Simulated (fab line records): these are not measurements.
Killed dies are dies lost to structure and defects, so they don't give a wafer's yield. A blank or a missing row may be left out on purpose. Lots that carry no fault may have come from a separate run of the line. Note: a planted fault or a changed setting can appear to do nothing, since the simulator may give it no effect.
The same fault as seen by 2 desks :: flow n5Finfet :: each desk has only its own numbers; what lay behind them comes last

== THE TOOL OWNER'S DESK: rieDiel-06 ==
The tool's own readings at N5_BEOL_M14_ETCH_38 (etches SiCN in CF4/N2, target depth 106.5 nm, time 120.6 s): means of the sampled wafers that have a number, for each lot that ran on this tool. A lot is out of limits, marked OUT, if its mean lies more than 4 standard deviations from the usual mean; the brackets give that distance.
Columns: A = drypumpMotorCurrentA at N5_BEOL_M14_ETCH_38, usual 5.69 A; B = oesProductAu at N5_BEOL_M14_ETCH_38, usual 0.81 a.u.; C = rfFwdPowerW at N5_BEOL_M14_ETCH_38, usual 428.6 W; D = rfVppV at N5_BEOL_M14_ETCH_38, usual 382.8 V; E = showerheadPlenumPTorr at N5_BEOL_M14_ETCH_38, usual 2.23 Torr; F = throttleValvePct at N5_BEOL_M14_ETCH_38, usual 15.46 %
lot: L464
first seen here: day 12 11:10
A: 5.87
B: 0.85
C: 428.4
D: 383.2
E: 2.21
F: 15.25

lot: L467
first seen here: day 13 11:19
A: 5.84
B: 0.90
C: 428.0
D: 382.6
E: 2.25
F: 15.44

lot: L468
first seen here: day 13 14:10
A: 5.73
B: 0.77
C: 430.0
D: 381.2
E: 2.19
F: 15.40

lot: L471
first seen here: day 14 01:19
A: 5.85
B: 0.82
C: 429.2
D: 382.1
E: 2.20
F: 15.29

lot: L479
first seen here: day 15 09:59
A: 5.88
B: 0.74
C: 429.5
D: 382.9
E: 2.22
F: 15.48
This desk's verdict: no lot among the 5 shows anything out of limits.

== FROM THE METROLOGY DESK ==
What the gauges read for every lot (on any tool): the sampled wafers with a number, averaged. A lot is out of limits, marked OUT, if its mean lies more than 4 standard deviations from the usual mean; the brackets give that distance.
Columns: A = cdNm at N5_BEOL_M14_CD_MEAS_28, usual 285.6 nm; B = trenchDepthNm at N5_BEOL_M14_OCD_MEAS_35, usual 556 nm
lot: L461
first seen here: day 10 22:02
A: 284.5
B: 558

lot: L462
first seen here: day 11 11:52
A: 284.8
B: 578

lot: L464
first seen here: day 12 09:38
A: 284.7
B: 570

lot: L467
first seen here: day 13 07:58
A: 284.0
B: 548

lot: L470
first seen here: day 13 09:05
A: 286.9
B: 549

lot: L468
first seen here: day 13 09:17
A: 284.9
B: 585

lot: L469
first seen here: day 13 09:46
A: 286.9
B: 549

lot: L472
first seen here: day 13 21:38
A: 285.2
B: 540

lot: L471
first seen here: day 14 00:28
A: 282.8
B: 564

lot: L479
first seen here: day 15 07:59
A: 288.2
B: 546

lot: L482
first seen here: day 16 04:04
A: 282.5
B: 565
This desk's verdict: no lot among the 11 shows anything out of limits.

== PUT TOGETHER ==
The tool owner's desk saw nothing out of limits.
The metrology desk saw nothing out of limits.

== WHAT THE SIMULATOR PUT IN ==
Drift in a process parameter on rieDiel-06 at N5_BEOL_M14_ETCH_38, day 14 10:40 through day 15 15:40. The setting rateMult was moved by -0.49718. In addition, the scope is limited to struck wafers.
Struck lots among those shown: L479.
